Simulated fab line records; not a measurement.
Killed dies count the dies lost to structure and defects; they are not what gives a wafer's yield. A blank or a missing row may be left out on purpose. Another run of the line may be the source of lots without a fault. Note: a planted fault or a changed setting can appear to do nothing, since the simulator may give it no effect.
Comparing a struck lot with a sound one    flow nandHarc    15 out of 1159 route steps
Sound: the wafers L338.1, L338.5, L338.6. Struck: wafers L333.4, L333.6 (left out: L333.3, a lot-mate that was not struck); the cause follows at the end.
For every step that has rows: the tool of each side, followed by ch and its chambers, followed by its first start. Under that, the readings that differ: sound wafers    struck wafers    difference of the means    sigmas: that difference in standard deviations of wafers without a fault.
alike: readings whose means differ by less than 2 such deviations, and words and numbers that are the same on both sides. not compared: withheld readings, readings that some wafer has no value for, bounds like >300 that may hide the same value, and numbers for which the record gives no deviation and whose values overlap.
The two part at a step that has a row with sigmas, a row that says differs or no value, or rows on one side only. When numbers do not overlap yet have no deviation, they are printed without sigmas and do not part them. A reading that every wafer of one side lacks parts them only if that side has two wafers or more.

NHARC_A_CHANNEL_HOLE_D1_XSEM_31:
  sound on xsem-02 ch 0, day 14 04:27; struck on xsem-01 ch 0, day 12 08:52
  alike: botCdNm, bowNm, tiltDeg
NHARC_A_CHANNEL_HOLE_D1_INSPECT_40:
  sound on defectInspect-02 at day 14 04:33; struck on defectInspect-02 at day 12 08:59
  alike: rawDefectCount
then, 2 steps without rows for these wafers: NHARC_A_CHANNEL_FILL_D1_PRECLEAN_00 (cleans in SC1); NHARC_A_CHANNEL_FILL_D1_SRD_01.
NHARC_A_CHANNEL_FILL_D1_ALD_02: deposits SiO2, target thk 6 nm, pulse time 10 s, ald cycles 60.
  sound on aldHk-04 ch 0,1, day 14 04:49; struck on aldHk-01 ch 2,3, day 12 09:11
  alike: heaterPowerW, precursorPulseHeightRel
NHARC_A_CHANNEL_FILL_D1_ALD_03: deposits SiNx, target thk 6 nm, pulse time 60 s, ald cycles 58.
  sound on aldSinBatch-01 ch 0; struck on aldSinBatch-02 ch 0
  alike: chamberPressureTorr, precursorPulseHeightRel
then, 1 step without rows for these wafers: NHARC_A_CHANNEL_FILL_D1_ALD_14 (deposits SiO2, target thk 2.5 nm, pulse time 10 s, ald cycles 25).
NHARC_A_CHANNEL_FILL_D1_ALD_15: deposits SiNx, target thk 2 nm, pulse time 60 s, ald cycles 19.
  sound on aldSinBatch-02 ch 0; struck on aldSinBatch-01 ch 0
  alike: chamberPressureTorr, precursorPulseHeightRel
NHARC_A_CHANNEL_FILL_D1_ALD_16: deposits SiO2, target thk 1.5 nm, pulse time 10 s, ald cycles 15.
  sound on aldHk-01 ch 0,1,3, day 14 17:01; struck on aldHk-04 ch 1,3, day 12 22:04
  alike: heaterPowerW, precursorPulseHeightRel
then, 3 steps without rows for these wafers: NHARC_A_CHANNEL_FILL_D1_ANNEAL_17 (time 1800 s); NHARC_A_CHANNEL_FILL_D1_CVD_18 (deposits poly-Si, target thk 3 nm); NHARC_A_CHANNEL_FILL_D1_ETCHBACK_19 (etches the open film in HBr/Cl2, target depth 5 nm, time 1.7 s).
NHARC_A_CHANNEL_FILL_D1_ETCHBACK_20: etches the open film in C4F8/O2/Ar, target depth 27 nm, time 13.5 s.
  sound on rieDiel-06 ch 1,2, day 15 05:10; struck on rieDiel-07 ch 1,3, day 13 11:53
reading         sound           struck     difference  sigmas
runLengthS (s)  34.0 34.2 34.4  30.6 30.5  -3.7        -7
  alike: oesProductAu, rfVppV
  not compared: rfHoursCounterH
then, 1 step without rows for these wafers: NHARC_A_CHANNEL_FILL_D1_STRIP_28 (strips in O2, time 20 s).
-- break in the record here, with 9 days between the starts of the struck wafers on either side (left off in module A_CHANNEL_FILL_D1, picked up again in module END, where the first step shown is number 1159 on the route) --
NHARC_END_SORT_01:
  the record has rows for the struck wafers here (prober-02 ch 0, day 22 20:34) and none for the sound ones

== WHERE THEY PART ==
At NHARC_A_CHANNEL_FILL_D1_ETCHBACK_20 first; at NHARC_END_SORT_01 last (within this record only).

WHY: what had been put in by the simulator
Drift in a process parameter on rieDiel-07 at NHARC_A_CHANNEL_FILL_D1_ETCHBACK_20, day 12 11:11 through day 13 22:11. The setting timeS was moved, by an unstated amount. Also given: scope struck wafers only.
